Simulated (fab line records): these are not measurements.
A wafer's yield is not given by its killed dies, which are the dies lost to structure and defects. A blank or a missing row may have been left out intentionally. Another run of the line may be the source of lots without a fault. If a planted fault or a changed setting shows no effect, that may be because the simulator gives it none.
fab line records    flow n5-finfet
[record] lots = 11  wafers = 33  last-day = 18
route steps=1938 shown TV_LITHO@1884 TV_OPEN@1887 PAD_METAL@1896 PASSIVATION@1936
lots that met no fault: from a run of the same line without faults
start-h: start of the lot's first displayed wafer, in hours after the record's first day    wait-h: hours since the lot's step before    " same as the row above    L1.1+2: one row covering several wafers at once    - either no value or no given start    * or withheld: withheld    < > ~ a bound
route shown NAME@n: NAME is a module with steps in the file, n the number in the route of the first one    usual: mean/standard deviation taken from wafers without a fault    same: alike in all rows    chamber/n: place in a boat    sites: readings site by site    _std_site: their standard deviation    _edge_site: the outer-site mean with the inner-site mean subtracted    radius-mm: for every site, how far away it sits from the centre of the wafer    mask NAME#n: copy n    behind: tool/chamber where the wafer was last shaped    hold: why the lot went on hold/how many hours it stayed there/how the hold came to an end    device: the transistor (n, p or np) that didn't switch    end of line: at the end of the route, the tests of the same wafers    where a step has no rows: the recipe by itself    killed: dies that structure and defects cost at the first sort, which is not the same as the wafer's yield    map: per-die view of a wafer (x killed, . not killed, _ where there is no die)
set.NAME: setting as actually run; set.NAME@STEP: the setting as run at that earlier step    model.NAME: the simulator's own value behind a step, which no gauge read
one table for each step of the route and one row for each wafer, over a sample of lots
services: the hour from which a tool's chamber was out of use, counted from the record's first day as start-h (under 0 if before that day), plus the number of hours and why
[[steps]]
[step N5_PASSIVATION_OVL_MEAS_60]
[recipe] points-per-wafer = 44
[usual] TV_OVL = 2/7.4
lot.wafer  tool        chamber  start-h  wait-h  TV_OVL[nm]
L824.3     overlay-02  0        254.04   0.0     12
L824.4     "           0        "        "       14
L824.5     "           0        "        "       18
L828.2     overlay-01  0        281.69   0.0     3
L828.4     "           0        "        "       13
L828.6     "           0        "        "       6
L825.2     overlay-01  0        291.35   0.0     2
L825.5     "           0        "        "       9
L825.6     "           0        "        "       3
L830.2     overlay-01  0        300.47   0.0     14
L830.5     "           0        "        "       3
L830.6     "           0        "        "       11
L832.2     overlay-01  0        327.72   0.0     -14
L832.4     "           0        "        "       -3
L832.5     "           0        "        "       2
L834.1     overlay-01  0        329.08   0.0     -1
L834.5     "           0        "        "       -2
L834.6     "           0        "        "       6
L833.2     overlay-01  0        333.64   0.0     6
L833.3     "           0        "        "       2
L833.6     "           0        "        "       -2
L836.2     overlay-02  0        338.34   0.0     6
L836.3     "           0        "        "       17
L836.5     "           0        "        "       19
L840.2     overlay-01  0        367.45   0.0     -5
L840.3     "           0        "        "       4
L840.6     "           0        "        "       -5
L846.1     overlay-01  0        405.62   0.0     -10
L846.3     "           0        "        "       -5
L846.4     "           0        "        "       -4
L847.1     overlay-01  0        417.42   0.0     9
L847.2     "           0        "        "       -11
L847.5     "           0        "        "       -3
[step N5_PASSIVATION_PASS_ETCH_74]
[recipe] chemistry = CF4/O2  target = SiNx  target-depth-a = 2200  time-s = 110  ion-energy-ev = 100  pressure-mtorr = 40  source-w = 535  bias-w = 49  Ar_flow_sccm = 100  cf4-flow-sccm = 100  O2_flow_sccm = 10
[usual] drypump-motor-current-A = 5.5/0.41  oes_o_777_au = 0.76/0.09  oes-product-au = 0.76/0.088  rf-vpp-V = 241/4.3  showerhead-plenum-p-Torr = 2.15/0.073  throttle-valve-pct = 16.11/0.27
lot.wafer  tool         chamber  start-h  wait-h  drypump-motor-current-A  oes_o_777_au  oes-product-au  rf-hours-counter-h  rf-vpp-V  showerhead-plenum-p-Torr  throttle-valve-pct
L824.3     rie-diel-06  1        254.16   0.0     5.8                      0.77          0.76            176                 240       2.12                      16.32
L824.4     "            0        "        "       6.4                      0.75          0.77            100                 243       2.21                      15.74
L824.5     "            0        "        "       6.4                      0.75          0.77            -                   242       2.21                      15.71
L828.2     rie-diel-04  2        281.81   0.0     4.9                      0.85          0.84            65                  234       2.15                      15.78
L828.4     "            3        "        "       4.9                      0.68          0.70            226                 236       2.18                      16.28
L828.6     "            2        "        "       4.9                      0.85          0.84            -                   235       2.15                      15.79
L825.2     rie-diel-04  2        291.52   0.0     4.8                      0.85          0.83            68                  235       2.15                      15.79
L825.5     "            2        "        "       4.9                      0.85          0.83            -                   235       2.15                      15.80
L825.6     "            1        "        "       5.5                      0.89          0.90            -                   242       2.25                      16.22
L830.2     rie-diel-04  1        300.78   0.0     5.5                      0.88          0.89            44                  243       2.24                      16.25
L830.5     "            0        "        "       6.0                      0.75          0.77            -                   248       2.11                      16.13
L830.6     "            3        "        "       4.9                      0.67          0.70            -                   236       2.18                      16.27
L832.2     rie-diel-03  2        328.03   0.0     5.2                      0.69          0.69            227                 243       2.28                      16.34
L832.4     "            1        "        "       5.5                      0.70          0.68            243                 247       2.16                      15.99
L832.5     "            1        "        "       5.6                      0.69          0.68            -                   246       2.16                      16.00
L834.1     rie-diel-04  1        329.58   0.0     5.5                      0.87          0.89            57                  241       2.24                      16.27
L834.5     "            3        "        "       4.9                      0.66          0.69            -                   236       2.18                      16.29
L834.6     "            2        "        "       4.8                      0.83          0.82            -                   233       2.14                      15.84
L833.2     rie-diel-04  0        335.21   0.0     6.0                      0.74          0.75            180                 247       2.11                      16.14
L833.3     "            2        "        "       4.8                      0.82          0.81            88                  235       2.14                      15.83
L833.6     "            1        "        "       5.5                      0.86          0.86            -                   242       2.24                      16.26
L836.2     rie-diel-06  0        338.55   0.0     6.4                      0.75          0.76            104                 242       2.21                      15.74
L836.3     "            3        "        "       5.0                      0.90          0.90            34                  236       2.23                      15.65
L836.5     "            0        "        "       6.3                      0.75          0.76            -                   242       2.21                      15.74
L840.2     rie-diel-03  0        367.57   0.0     5.7                      0.72          0.69            203                 237       2.02                      16.18
L840.3     "            2        "        "       5.2                      0.67          0.68            243                 241       2.27                      16.37
L840.6     "            3        "        "       5.7                      0.68          0.69            -                   236       2.10                      16.52
L846.1     rie-diel-03  1        405.74   0.0     5.6                      0.95          0.94            11                  248       2.15                      15.54
L846.3     "            0        "        "       5.7                      0.71          0.68            214                 239       2.02                      16.18
L846.4     "            0        "        "       5.7                      0.71          0.68            -                   238       2.02                      16.18
L847.1     rie-diel-03  2        417.85   0.0     5.2                      0.95          0.98            3                   242       2.27                      15.88
L847.2     "            1        "        "       5.5                      0.94          0.94            15                  247       2.15                      15.54
L847.5     "            3        "        "       5.7                      0.67          0.69            -                   236       2.09                      16.56
[step N5_PASSIVATION_VIA_ETCH_13]
[recipe] chemistry = CHF3/O2  target = SiO2  target-depth-a = 6600  CHF3_flow_sccm = 50  O2_flow_sccm = 5  Ar_flow_sccm = 200  time-s = 330  mask-material = PR  pressure-mtorr = 30  source-w = 650  bias-w = 170  ion-energy-ev = 200  ends = cleared
[usual] drypump-motor-current-A = 5.5/0.41  etch-rf-on-time-s = 237/4.3  oes_o_777_au = 0.76/0.086  oes-product-au = 0.69/0.079  rf-vpp-V = 523/9.3  showerhead-plenum-p-Torr = 2.34/0.079  throttle-valve-pct = 18.98/0.24
lot.wafer  tool         chamber  start-h  wait-h  drypump-motor-current-A  etch-rf-on-time-s  oes_o_777_au  oes-product-au  rf-hours-counter-h  rf-vpp-V  showerhead-plenum-p-Torr  throttle-valve-pct
L824.3     rie-diel-06  1        254.25   0.0     5.8                      233                0.76          0.68            176                 518       2.32                      19.22
L824.4     "            0        "        "       6.4                      242                0.76          0.70            101                 526       2.42                      18.65
L824.5     "            0        "        "       6.4                      240                0.75          0.69            -                   526       2.42                      18.63
L828.2     rie-diel-04  2        281.90   0.0     4.9                      243                0.83          0.75            65                  512       2.36                      18.77
L828.4     "            3        "        "       4.9                      237                0.69          0.63            226                 516       2.38                      19.09
L828.6     "            2        "        "       4.9                      241                0.84          0.76            -                   512       2.36                      18.76
L825.2     rie-diel-04  2        291.61   0.0     4.9                      243                0.84          0.75            68                  511       2.35                      18.76
L825.5     "            2        "        "       4.8                      244                0.84          0.75            -                   511       2.36                      18.78
L825.6     "            1        "        "       5.5                      239                0.91          0.80            -                   525       2.44                      19.08
L830.2     rie-diel-04  1        300.87   0.0     5.5                      228                0.90          0.80            44                  525       2.44                      19.08
L830.5     "            0        "        "       6.0                      235                0.77          0.70            -                   540       2.30                      18.94
L830.6     "            3        "        "       4.9                      229                0.68          0.63            -                   515       2.38                      19.10
L832.2     rie-diel-03  2        328.12   0.0     5.2                      235                0.70          0.62            227                 526       2.48                      19.17
L832.4     "            1        "        "       5.6                      231                0.68          0.62            243                 539       2.36                      18.83
L832.5     "            1        "        "       5.6                      236                0.68          0.62            -                   538       2.36                      18.83
L834.1     rie-diel-04  1        329.67   0.0     5.5                      235                0.88          0.78            57                  525       2.43                      19.11
L834.5     "            3        "        "       4.9                      232                0.67          0.62            -                   516       2.37                      19.13
L834.6     "            2        "        "       4.8                      237                0.81          0.74            -                   510       2.35                      18.78
L833.2     rie-diel-04  0        335.31   0.0     6.1                      235                0.75          0.68            180                 539       2.29                      18.94
L833.3     "            2        "        "       4.8                      236                0.81          0.74            88                  511       2.35                      18.79
L833.6     "            1        "        "       5.5                      236                0.88          0.78            -                   523       2.43                      19.11
L836.2     rie-diel-06  0        338.65   0.0     6.4                      236                0.75          0.69            104                 526       2.42                      18.64
L836.3     "            3        "        "       5.0                      233                0.90          0.82            34                  511       2.44                      18.54
L836.5     "            0        "        "       6.4                      240                0.75          0.70            -                   527       2.42                      18.67
L840.2     rie-diel-03  0        367.67   0.0     5.7                      234                0.71          0.63            203                 519       2.21                      19.06
L840.3     "            2        "        "       5.2                      234                0.69          0.62            243                 525       2.47                      19.20
L840.6     "            3        "        "       5.7                      238                0.70          0.63            -                   516       2.27                      19.29
L846.1     rie-diel-03  1        405.83   0.0     5.6                      228                0.92          0.86            11                  539       2.35                      18.42
L846.3     "            0        "        "       5.7                      240                0.69          0.62            214                 519       2.21                      19.08
L846.4     "            0        "        "       5.7                      245                0.69          0.62            -                   519       2.20                      19.10
L847.1     rie-diel-03  2        417.95   0.0     5.1                      229                0.97          0.88            3                   526       2.47                      18.76
L847.2     "            1        "        "       5.6                      231                0.92          0.85            15                  539       2.35                      18.44
L847.5     "            3        "        "       5.7                      242                0.69          0.62            -                   517       2.27                      19.30
[step N5_PASSIVATION_AL_DEP_21]
[recipe] material = Al  target-thk-a = 28000  temp-c = 400  time-s = 170  power-w = 30000  chamber-pressure-pa = 0.4  gas = Ar
[usual] cathode-dc-power-W = 30001/5.7  throttle-valve-pct = 29.6/1.2
lot.wafer  tool            chamber  start-h  wait-h  cathode-dc-power-W  throttle-valve-pct
L824.3     pvd-sputter-03  -        255.52   0.1     30008               30.1
L824.4     "               -        "        "       30004               27.5
L824.5     "               -        "        "       30012               30.3
L828.2     pvd-sputter-01  -        283.01   0.1     30003               28.1
L828.4     "               -        "        "       29988               30.7
L828.6     "               -        "        "       30000               30.5
L825.2     pvd-sputter-03  -        292.56   0.1     29993               27.1
L825.5     "               -        "        "       30006               30.3
L825.6     "               -        "        "       30002               27.1
L830.2     pvd-sputter-03  -        302.08   0.1     29996               27.3
L830.5     "               -        "        "       30009               28.9
L830.6     "               -        "        "       29989               30.2
L832.2     pvd-sputter-01  -        329.79   0.1     30006               30.5
L832.4     "               -        "        "       30003               28.1
L832.5     "               -        "        "       30005               30.8
L834.1     pvd-sputter-03  -        330.85   0.1     29995               30.4
L834.5     "               -        "        "       30003               28.7
L834.6     "               -        "        "       29998               30.4
L833.2     pvd-sputter-03  -        337.77   0.1     30005               30.3
L833.3     "               -        "        "       30002               30.2
L833.6     "               -        "        "       30002               28.6
L836.2     pvd-sputter-01  -        339.57   0.1     30003               29.4
L836.3     "               -        "        "       30008               30.6
L836.5     "               -        "        "       30009               30.8
L840.2     pvd-sputter-02  -        368.64   0.1     29997               30.2
L840.3     "               -        "        "       29998               30.9
L840.6     "               -        "        "       30002               31.1
L846.1     pvd-sputter-01  -        406.93   0.1     30000               30.6
L846.3     "               -        "        "       29990               29.5
L846.4     "               -        "        "       29999               28.4
L847.1     pvd-sputter-03  -        418.73   0.1     30004               28.8
L847.2     "               -        "        "       30008               27.5
L847.5     "               -        "        "       29998               30.4
[step N5_PASSIVATION_PROBE_49]
[usual] defect-limited-yield = 91.0/1.5  killed_at_M0_to_M3 = 35/12  killed_at_M4_up = 15/5.8  killed-at-contacts = 14/7.2  killed-at-front-end = 40/10  killed-at-other = 3/3  killed-dies = 106/18  killed-open = 68/14  killed-short = 35/7.2  sort_bin_5_function = 5.2/0.96  sort_bin_6_memory = 3.3/0.69  sort-n-pass = 1074/18  sort-yield-pct = 91.0/1.5
[same] gross-dies = 1180  killed-at-back-side = 0  sort_bin_4_leakage[%] = 0  sort_bin_8_speed[%] = 0
lot.wafer  tool       chamber  start-h  wait-h  defect-limited-yield[%]  killed_at_M0_to_M3  killed_at_M4_up  killed-at-contacts  killed-at-front-end  killed-at-other  killed-dies  killed-open  killed-short  sort_bin_5_function[%]  sort_bin_6_memory[%]  sort-n-pass  sort-yield-pct[%]
L825.2     prober-02  -        298.68   0.1     91.3                     33                  11               7                   46                   6                103          74           29            5.6                     2.8                   1077         91.3
L825.5     prober-02  -        298.83   0.2     91.8                     32                  8                13                  43                   1                97           66           30            4.5                     3.5                   1083         91.8
L825.6     prober-02  -        298.88   0.3     91.8                     20                  8                6                   55                   8                97           63           30            5.4                     2.5                   1083         91.8
L832.2     prober-02  -        335.48   0.1     90.3                     37                  16               12                  49                   1                115          76           35            6.4                     3.0                   1065         90.3
L832.4     prober-02  -        335.58   0.2     88.9                     46                  25               33                  18                   9                131          96           33            7.0                     3.8                   1049         88.9
L832.5     prober-02  -        335.63   0.2     89.5                     40                  24               23                  36                   1                124          80           35            5.8                     4.2                   1056         89.5
L846.1     prober-02  -        413.96   0.3     82.5                     29                  19               16                  48                   95               207          76           37            11.3                    5.3                   973          82.5
L846.3     prober-02  -        414.06   0.4     91.1                     14                  21               20                  45                   5                105          67           34            5.3                     3.1                   1075         91.1
L846.4     prober-02  -        414.11   0.5     89.4                     26                  13               30                  51                   5                125          83           40            5.8                     4.3                   1055         89.4
L847.1     prober-02  -        424.96   0.0     91.7                     23                  7                10                  43                   15               98           65           33            4.9                     3.1                   1082         91.7
L847.2     prober-02  -        425.01   0.1     81.4                     31                  17               11                  59                   101              219          90           35            11.5                    5.1                   961          81.4
L847.5     prober-02  -        425.16   0.2     88.6                     37                  15               9                   62                   11               134          89           43            6.4                     4.5                   1046         88.6
// killed by level:class
L825.2 STI_FIN_REVEAL:geometric-particle:open=14 FIN_SAQP:geometric-particle:open=8 BEOL_M0_SAQP:geometric-particle:short=8 BEOL_M2:geometric-particle:open=7 MOL_CONTACT_COAG:geometric-particle:open=6 BEOL_M0_SAQP:geometric-particle:open=6 BEOL_M1:geometric-particle:open=6 BEOL_M5:geometric-particle:open=5
L825.5 BEOL_M2:geometric-particle:open=12 MOL_CONTACT_COAG:geometric-particle:open=9 STI_FIN_REVEAL:geometric-particle:open=8 BEOL_M3:geometric-particle:open=6 FIN_SAQP:geometric-particle:open=5 FIN_SAQP:geometric-particle:short=5 BEOL_M0_SAQP:geometric-particle:short=5 DUMMY_GATE:geometric-particle:open=4
L825.6 STI_FIN_REVEAL:geometric-particle:open=19 FIN_SAQP:geometric-particle:short=7 BEOL_M2:geometric-particle:open=6 BEOL_M0_SAQP:geometric-particle:open=5 MOL_CONTACT_COAG:geometric-particle:open=5 BEOL_M3:geometric-particle:open=5 MIM_TOP_ETCH:geometric-particle:open=5 STI_FIN_REVEAL:geometric-particle:short=4
L832.2 FIN_SAQP:geometric-particle:open=20 MOL_CONTACT_COAG:geometric-particle:open=11 BEOL_M3:geometric-particle:open=11 BEOL_M0_SAQP:geometric-particle:short=8 FIN_SAQP:geometric-particle:short=7 BEOL_M4:geometric-particle:open=6 STI_FIN_REVEAL:geometric-particle:open=5 DUMMY_GATE:geometric-particle:open=4
L832.4 MOL_CONTACT_COAG:geometric-particle:open=26 BEOL_M3:geometric-particle:open=14 BEOL_M4:geometric-particle:open=13 BEOL_M1:geometric-particle:open=9 BEOL_M2:geometric-particle:open=9 DUMMY_GATE:geometric-particle:open=8 MOL_CONTACT_COAG:geometric-particle:short=7 BEOL_M2:geometric-particle:short=4
L832.5 MOL_CONTACT_COAG:geometric-particle:open=20 BEOL_M3:geometric-particle:open=11 BEOL_M4:geometric-particle:open=9 BEOL_M0_SAQP:geometric-particle:open=8 BEOL_M4:geometric-particle:short=8 HKMG_FIN:area-etch=6 DUMMY_GATE:geometric-particle:open=5 GATE_CUT:geometric-particle:short=5
L846.1 TV_OPEN:unspecified=93 MOL_CONTACT_COAG:geometric-particle:open=15 STI_FIN_REVEAL:geometric-particle:open=10 FIN_SAQP:geometric-particle:open=9 FIN_SAQP:geometric-particle:short=9 BEOL_M0_SAQP:geometric-particle:short=9 BEOL_M0_SAQP:geometric-particle:open=8 BEOL_M4:geometric-particle:open=5
L846.3 MOL_CONTACT_COAG:geometric-particle:open=17 STI_FIN_REVEAL:geometric-particle:open=15 BEOL_M4:geometric-particle:open=11 BEOL_M4:geometric-particle:short=5 FIN_SAQP:geometric-particle:open=4 STI_FIN_REVEAL:geometric-particle:short=4 GATE_CUT:geometric-particle:short=4 BEOL_M0_SAQP:geometric-particle:short=4
L846.4 MOL_CONTACT_COAG:geometric-particle:open=20 STI_FIN_REVEAL:geometric-particle:open=16 BEOL_M0_SAQP:geometric-particle:open=12 MOL_CONTACT_COAG:geometric-particle:short=10 BEOL_M0_SAQP:geometric-particle:short=8 BEOL_M4:geometric-particle:open=7 FIN_SAQP:geometric-particle:open=5 DUMMY_GATE:geometric-particle:open=5
L847.1 STI_FIN_REVEAL:geometric-particle:open=11 MOL_CONTACT_COAG:geometric-particle:open=8 FIN_SAQP:geometric-particle:short=7 FIN_SAQP:geometric-particle:open=6 GATE_CUT:geometric-particle:short=5 BEOL_M0_SAQP:geometric-particle:open=5 BEOL_M2:geometric-particle:open=5 GATE_CUT:geometric-particle:open=3
L847.2 TV_OPEN:unspecified=93 STI_FIN_REVEAL:geometric-particle:open=18 BEOL_M4:geometric-particle:open=11 FIN_SAQP:geometric-particle:open=10 BEOL_M2:geometric-particle:open=10 MOL_CONTACT_COAG:geometric-particle:open=9 BEOL_M0_SAQP:geometric-particle:open=8 BEOL_M0_SAQP:geometric-particle:short=7
L847.5 STI_FIN_REVEAL:geometric-particle:open=19 BEOL_M3:geometric-particle:open=10 BEOL_M2:geometric-particle:open=9 FIN_SAQP:geometric-particle:short=8 BEOL_M4:geometric-particle:open=8 BEOL_M0_SAQP:geometric-particle:open=8 FIN_SAQP:geometric-particle:open=7 GATE_CUT:geometric-particle:short=6
[[services]]
tool            chamber  start-h  hours  kind
rie-diel-06     3        270.89   5.3    repair
rie-diel-06     2        275.62   3.6    repair
rie-diel-04     3        337.03   -      clean
rie-diel-04     3        337.03   -      consumable-replace:focus-ring
rie-diel-04     3        337.03   21.8   scheduled-down
rie-diel-04     3        337.03   21.8   vent-cycle
rie-diel-03     1        343.93   -      clean
rie-diel-03     1        343.93   -      consumable-replace:focus-ring
rie-diel-03     1        343.93   22.8   scheduled-down
rie-diel-03     1        343.93   22.8   vent-cycle
rie-diel-06     2        345.85   4.4    repair
rie-diel-06     3        376.05   9.4    repair
pvd-sputter-03  -        380.85   4.3    repair
rie-diel-03     2        393.10   -      clean
rie-diel-03     2        393.10   -      consumable-replace:focus-ring
rie-diel-03     2        393.10   14.9   scheduled-down
rie-diel-03     2        393.10   14.9   vent-cycle
[[key]]
[first-sign] step = N5_PASSIVATION_PROBE_49  reading = killed-at-other  direction = up  sigmas = 31  usual = 3  struck = 98
[effect] step = N5_PASSIVATION_PROBE_49  reading = defect-limited-yield  direction = down  sigmas = 5.9  usual = 91.0  struck = 81.9
[more-kills-born-at] N5_PASSIVATION_PASS_ETCH_74@rie-diel-03 = 186
met-at N5_PASSIVATION_PASS_ETCH_74
struck-lots L846,L847
struck-wafers L846.1,L847.2
not-acting-at N5_PASSIVATION_OVL_MEAS_60,N5_PASSIVATION_VIA_ETCH_13,N5_PASSIVATION_AL_DEP_21
onset-between 328.03 405.74
[fault] kind = chamber-particle-source  tool = rie-diel-03  chamber = 1  onset-h = 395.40  steps = N5_PASSIVATION_PASS_ETCH_74  rate-per-visit-cm2 = 0.42475  end-h = 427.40
